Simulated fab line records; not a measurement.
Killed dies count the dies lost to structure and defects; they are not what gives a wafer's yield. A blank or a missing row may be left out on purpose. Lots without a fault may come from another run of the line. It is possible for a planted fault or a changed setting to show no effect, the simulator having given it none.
Which tool was responsible? / flow nand_harc / Sampling: 11 lots, 33 wafers, 4 of 1302 route steps

== WHAT EACH GAUGE READ, for each wafer ==
NHARC_A_CHANNEL_HOLE_D2_CD_MEAS_31.
lot=L505; measured=day 14 07:25; on=cd_sem-03; cd_nm (nm)=90.7 90.1 90.4
lot=L507; measured=day 15 00:11; on=cd_sem-02; cd_nm (nm)=88.3 89.7 90.5
lot=L512; measured=day 17 17:16; on=cd_sem-01; cd_nm (nm)=88.9 92.2 89.9
lot=L514; measured=day 17 21:56; on=cd_sem-01; cd_nm (nm)=90.2 90.9 88.8
lot=L518; measured=day 19 23:12; on=cd_sem-02; cd_nm (nm)=88.8 88.7 89.5
lot=L520; measured=day 20 13:19; on=cd_sem-02; cd_nm (nm)=90.8 90.0 88.2
lot=L521; measured=day 20 22:50; on=cd_sem-02; cd_nm (nm)=89.2 91.6 89.6
lot=L522; measured=day 20 23:51; on=cd_sem-02; cd_nm (nm)=89.8 89.8 91.0
lot=L524; measured=day 21 19:27; on=cd_sem-01; cd_nm (nm)=90.6 90.6 88.4
lot=L525; measured=day 22 16:59; on=cd_sem-01; cd_nm (nm)=89.6 90.0 89.9
lot=L526; measured=day 22 17:58; on=cd_sem-02; cd_nm (nm)=91.4 90.3 89.8

== WHICH TOOL RAN EACH LOT (tool, then ch and the chambers of the sampled wafers, then the start) ==
lot=L505; NHARC_A_CHANNEL_HOLE_D2_DESCUM_15=rie_diel-07 ch 0,3, day 14 00:44; NHARC_A_CHANNEL_HOLE_D2_ETCH_38=rie_diel-07 ch 1,3, day 14 00:50; NHARC_A_CHANNEL_HOLE_D2_ETCH_27=har_etch-02 ch 0,1, day 14 05:53
lot=L507; NHARC_A_CHANNEL_HOLE_D2_DESCUM_15=rie_diel-13 ch 2,3, day 14 17:07; NHARC_A_CHANNEL_HOLE_D2_ETCH_38=rie_diel-13 ch 1,2, day 14 17:11; NHARC_A_CHANNEL_HOLE_D2_ETCH_27=har_etch-02 ch 0,1, day 14 22:39
lot=L512; NHARC_A_CHANNEL_HOLE_D2_DESCUM_15=rie_diel-07 ch 0,3, day 17 06:21; NHARC_A_CHANNEL_HOLE_D2_ETCH_38=rie_diel-07 ch 0,2,3, day 17 06:28; NHARC_A_CHANNEL_HOLE_D2_ETCH_27=har_etch-02 ch 0, day 17 15:20
lot=L514; NHARC_A_CHANNEL_HOLE_D2_DESCUM_15=rie_diel-07 ch 1,2,3, day 17 15:15; NHARC_A_CHANNEL_HOLE_D2_ETCH_38=rie_diel-07 ch 0,1,3, day 17 15:20; NHARC_A_CHANNEL_HOLE_D2_ETCH_27=har_etch-02 ch 0,1, day 17 20:24
lot=L518; NHARC_A_CHANNEL_HOLE_D2_DESCUM_15=rie_diel-13 ch 1,3, day 19 15:29; NHARC_A_CHANNEL_HOLE_D2_ETCH_38=rie_diel-13 ch 0,2, day 19 15:34; NHARC_A_CHANNEL_HOLE_D2_ETCH_27=har_etch-02 ch 0,1, day 19 21:41
lot=L520; NHARC_A_CHANNEL_HOLE_D2_DESCUM_15=rie_diel-13 ch 0,2,3, day 20 06:38; NHARC_A_CHANNEL_HOLE_D2_ETCH_38=rie_diel-13 ch 0,1,2, day 20 06:43; NHARC_A_CHANNEL_HOLE_D2_ETCH_27=har_etch-02 ch 0,1, day 20 11:50
lot=L521; NHARC_A_CHANNEL_HOLE_D2_DESCUM_15=rie_diel-13 ch 0,2,3, day 20 16:08; NHARC_A_CHANNEL_HOLE_D2_ETCH_38=rie_diel-13 ch 0,1,3, day 20 16:13; NHARC_A_CHANNEL_HOLE_D2_ETCH_27=har_etch-01 ch 0,1, day 20 21:18
lot=L522; NHARC_A_CHANNEL_HOLE_D2_DESCUM_15=rie_diel-08 ch 0,1,2, day 20 17:10; NHARC_A_CHANNEL_HOLE_D2_ETCH_38=rie_diel-08 ch 0,1,3, day 20 17:14; NHARC_A_CHANNEL_HOLE_D2_ETCH_27=har_etch-02 ch 0,1, day 20 22:19
lot=L524; NHARC_A_CHANNEL_HOLE_D2_DESCUM_15=rie_diel-13 ch 0,1,2, day 21 12:32; NHARC_A_CHANNEL_HOLE_D2_ETCH_38=rie_diel-13 ch 0,1, day 21 12:38; NHARC_A_CHANNEL_HOLE_D2_ETCH_27=har_etch-02 ch 0,1, day 21 17:55
lot=L525; NHARC_A_CHANNEL_HOLE_D2_DESCUM_15=rie_diel-07 ch 1,3, day 22 10:04; NHARC_A_CHANNEL_HOLE_D2_ETCH_38=rie_diel-07 ch 1,3, day 22 10:11; NHARC_A_CHANNEL_HOLE_D2_ETCH_27=har_etch-02 ch 0,1, day 22 15:27
lot=L526; NHARC_A_CHANNEL_HOLE_D2_DESCUM_15=rie_diel-08 ch 0,2,3, day 22 10:31; NHARC_A_CHANNEL_HOLE_D2_ETCH_38=rie_diel-08 ch 1,2,3, day 22 10:35; NHARC_A_CHANNEL_HOLE_D2_ETCH_27=har_etch-01 ch 0,1, day 22 15:42
- NHARC_A_CHANNEL_HOLE_D2_DESCUM_15: chemistry O2, time 3 s.
- NHARC_A_CHANNEL_HOLE_D2_ETCH_38: etches the open film in CF4, target depth 39 nm, time 65 s.
- NHARC_A_CHANNEL_HOLE_D2_ETCH_27: etches the open film in C4F8/O2/Ar, time 90 s, target depth 400 nm.

== THE ANSWER, worked out from the rows above alone ==
Rule: usual is defined by the lots themselves. The widest of any qualifying gaps counts: lots, ordered by their means at a reading, are off when they make up no more than a third of the lots, leave a main group of 4 or more, and stand apart from it by 3 or more times the standard deviation of that group's means. If all means in a main group match to the digits the tables above print for the reading, that group is not used. Also off: a lot with no number at a reading for which 4 or more lots have one. Where the step has rows for the other lots, those lots are counted as sound.
No lot is off at any reading shown: from this, nothing can be told.

== WHAT THE SIMULATOR PUT IN ==
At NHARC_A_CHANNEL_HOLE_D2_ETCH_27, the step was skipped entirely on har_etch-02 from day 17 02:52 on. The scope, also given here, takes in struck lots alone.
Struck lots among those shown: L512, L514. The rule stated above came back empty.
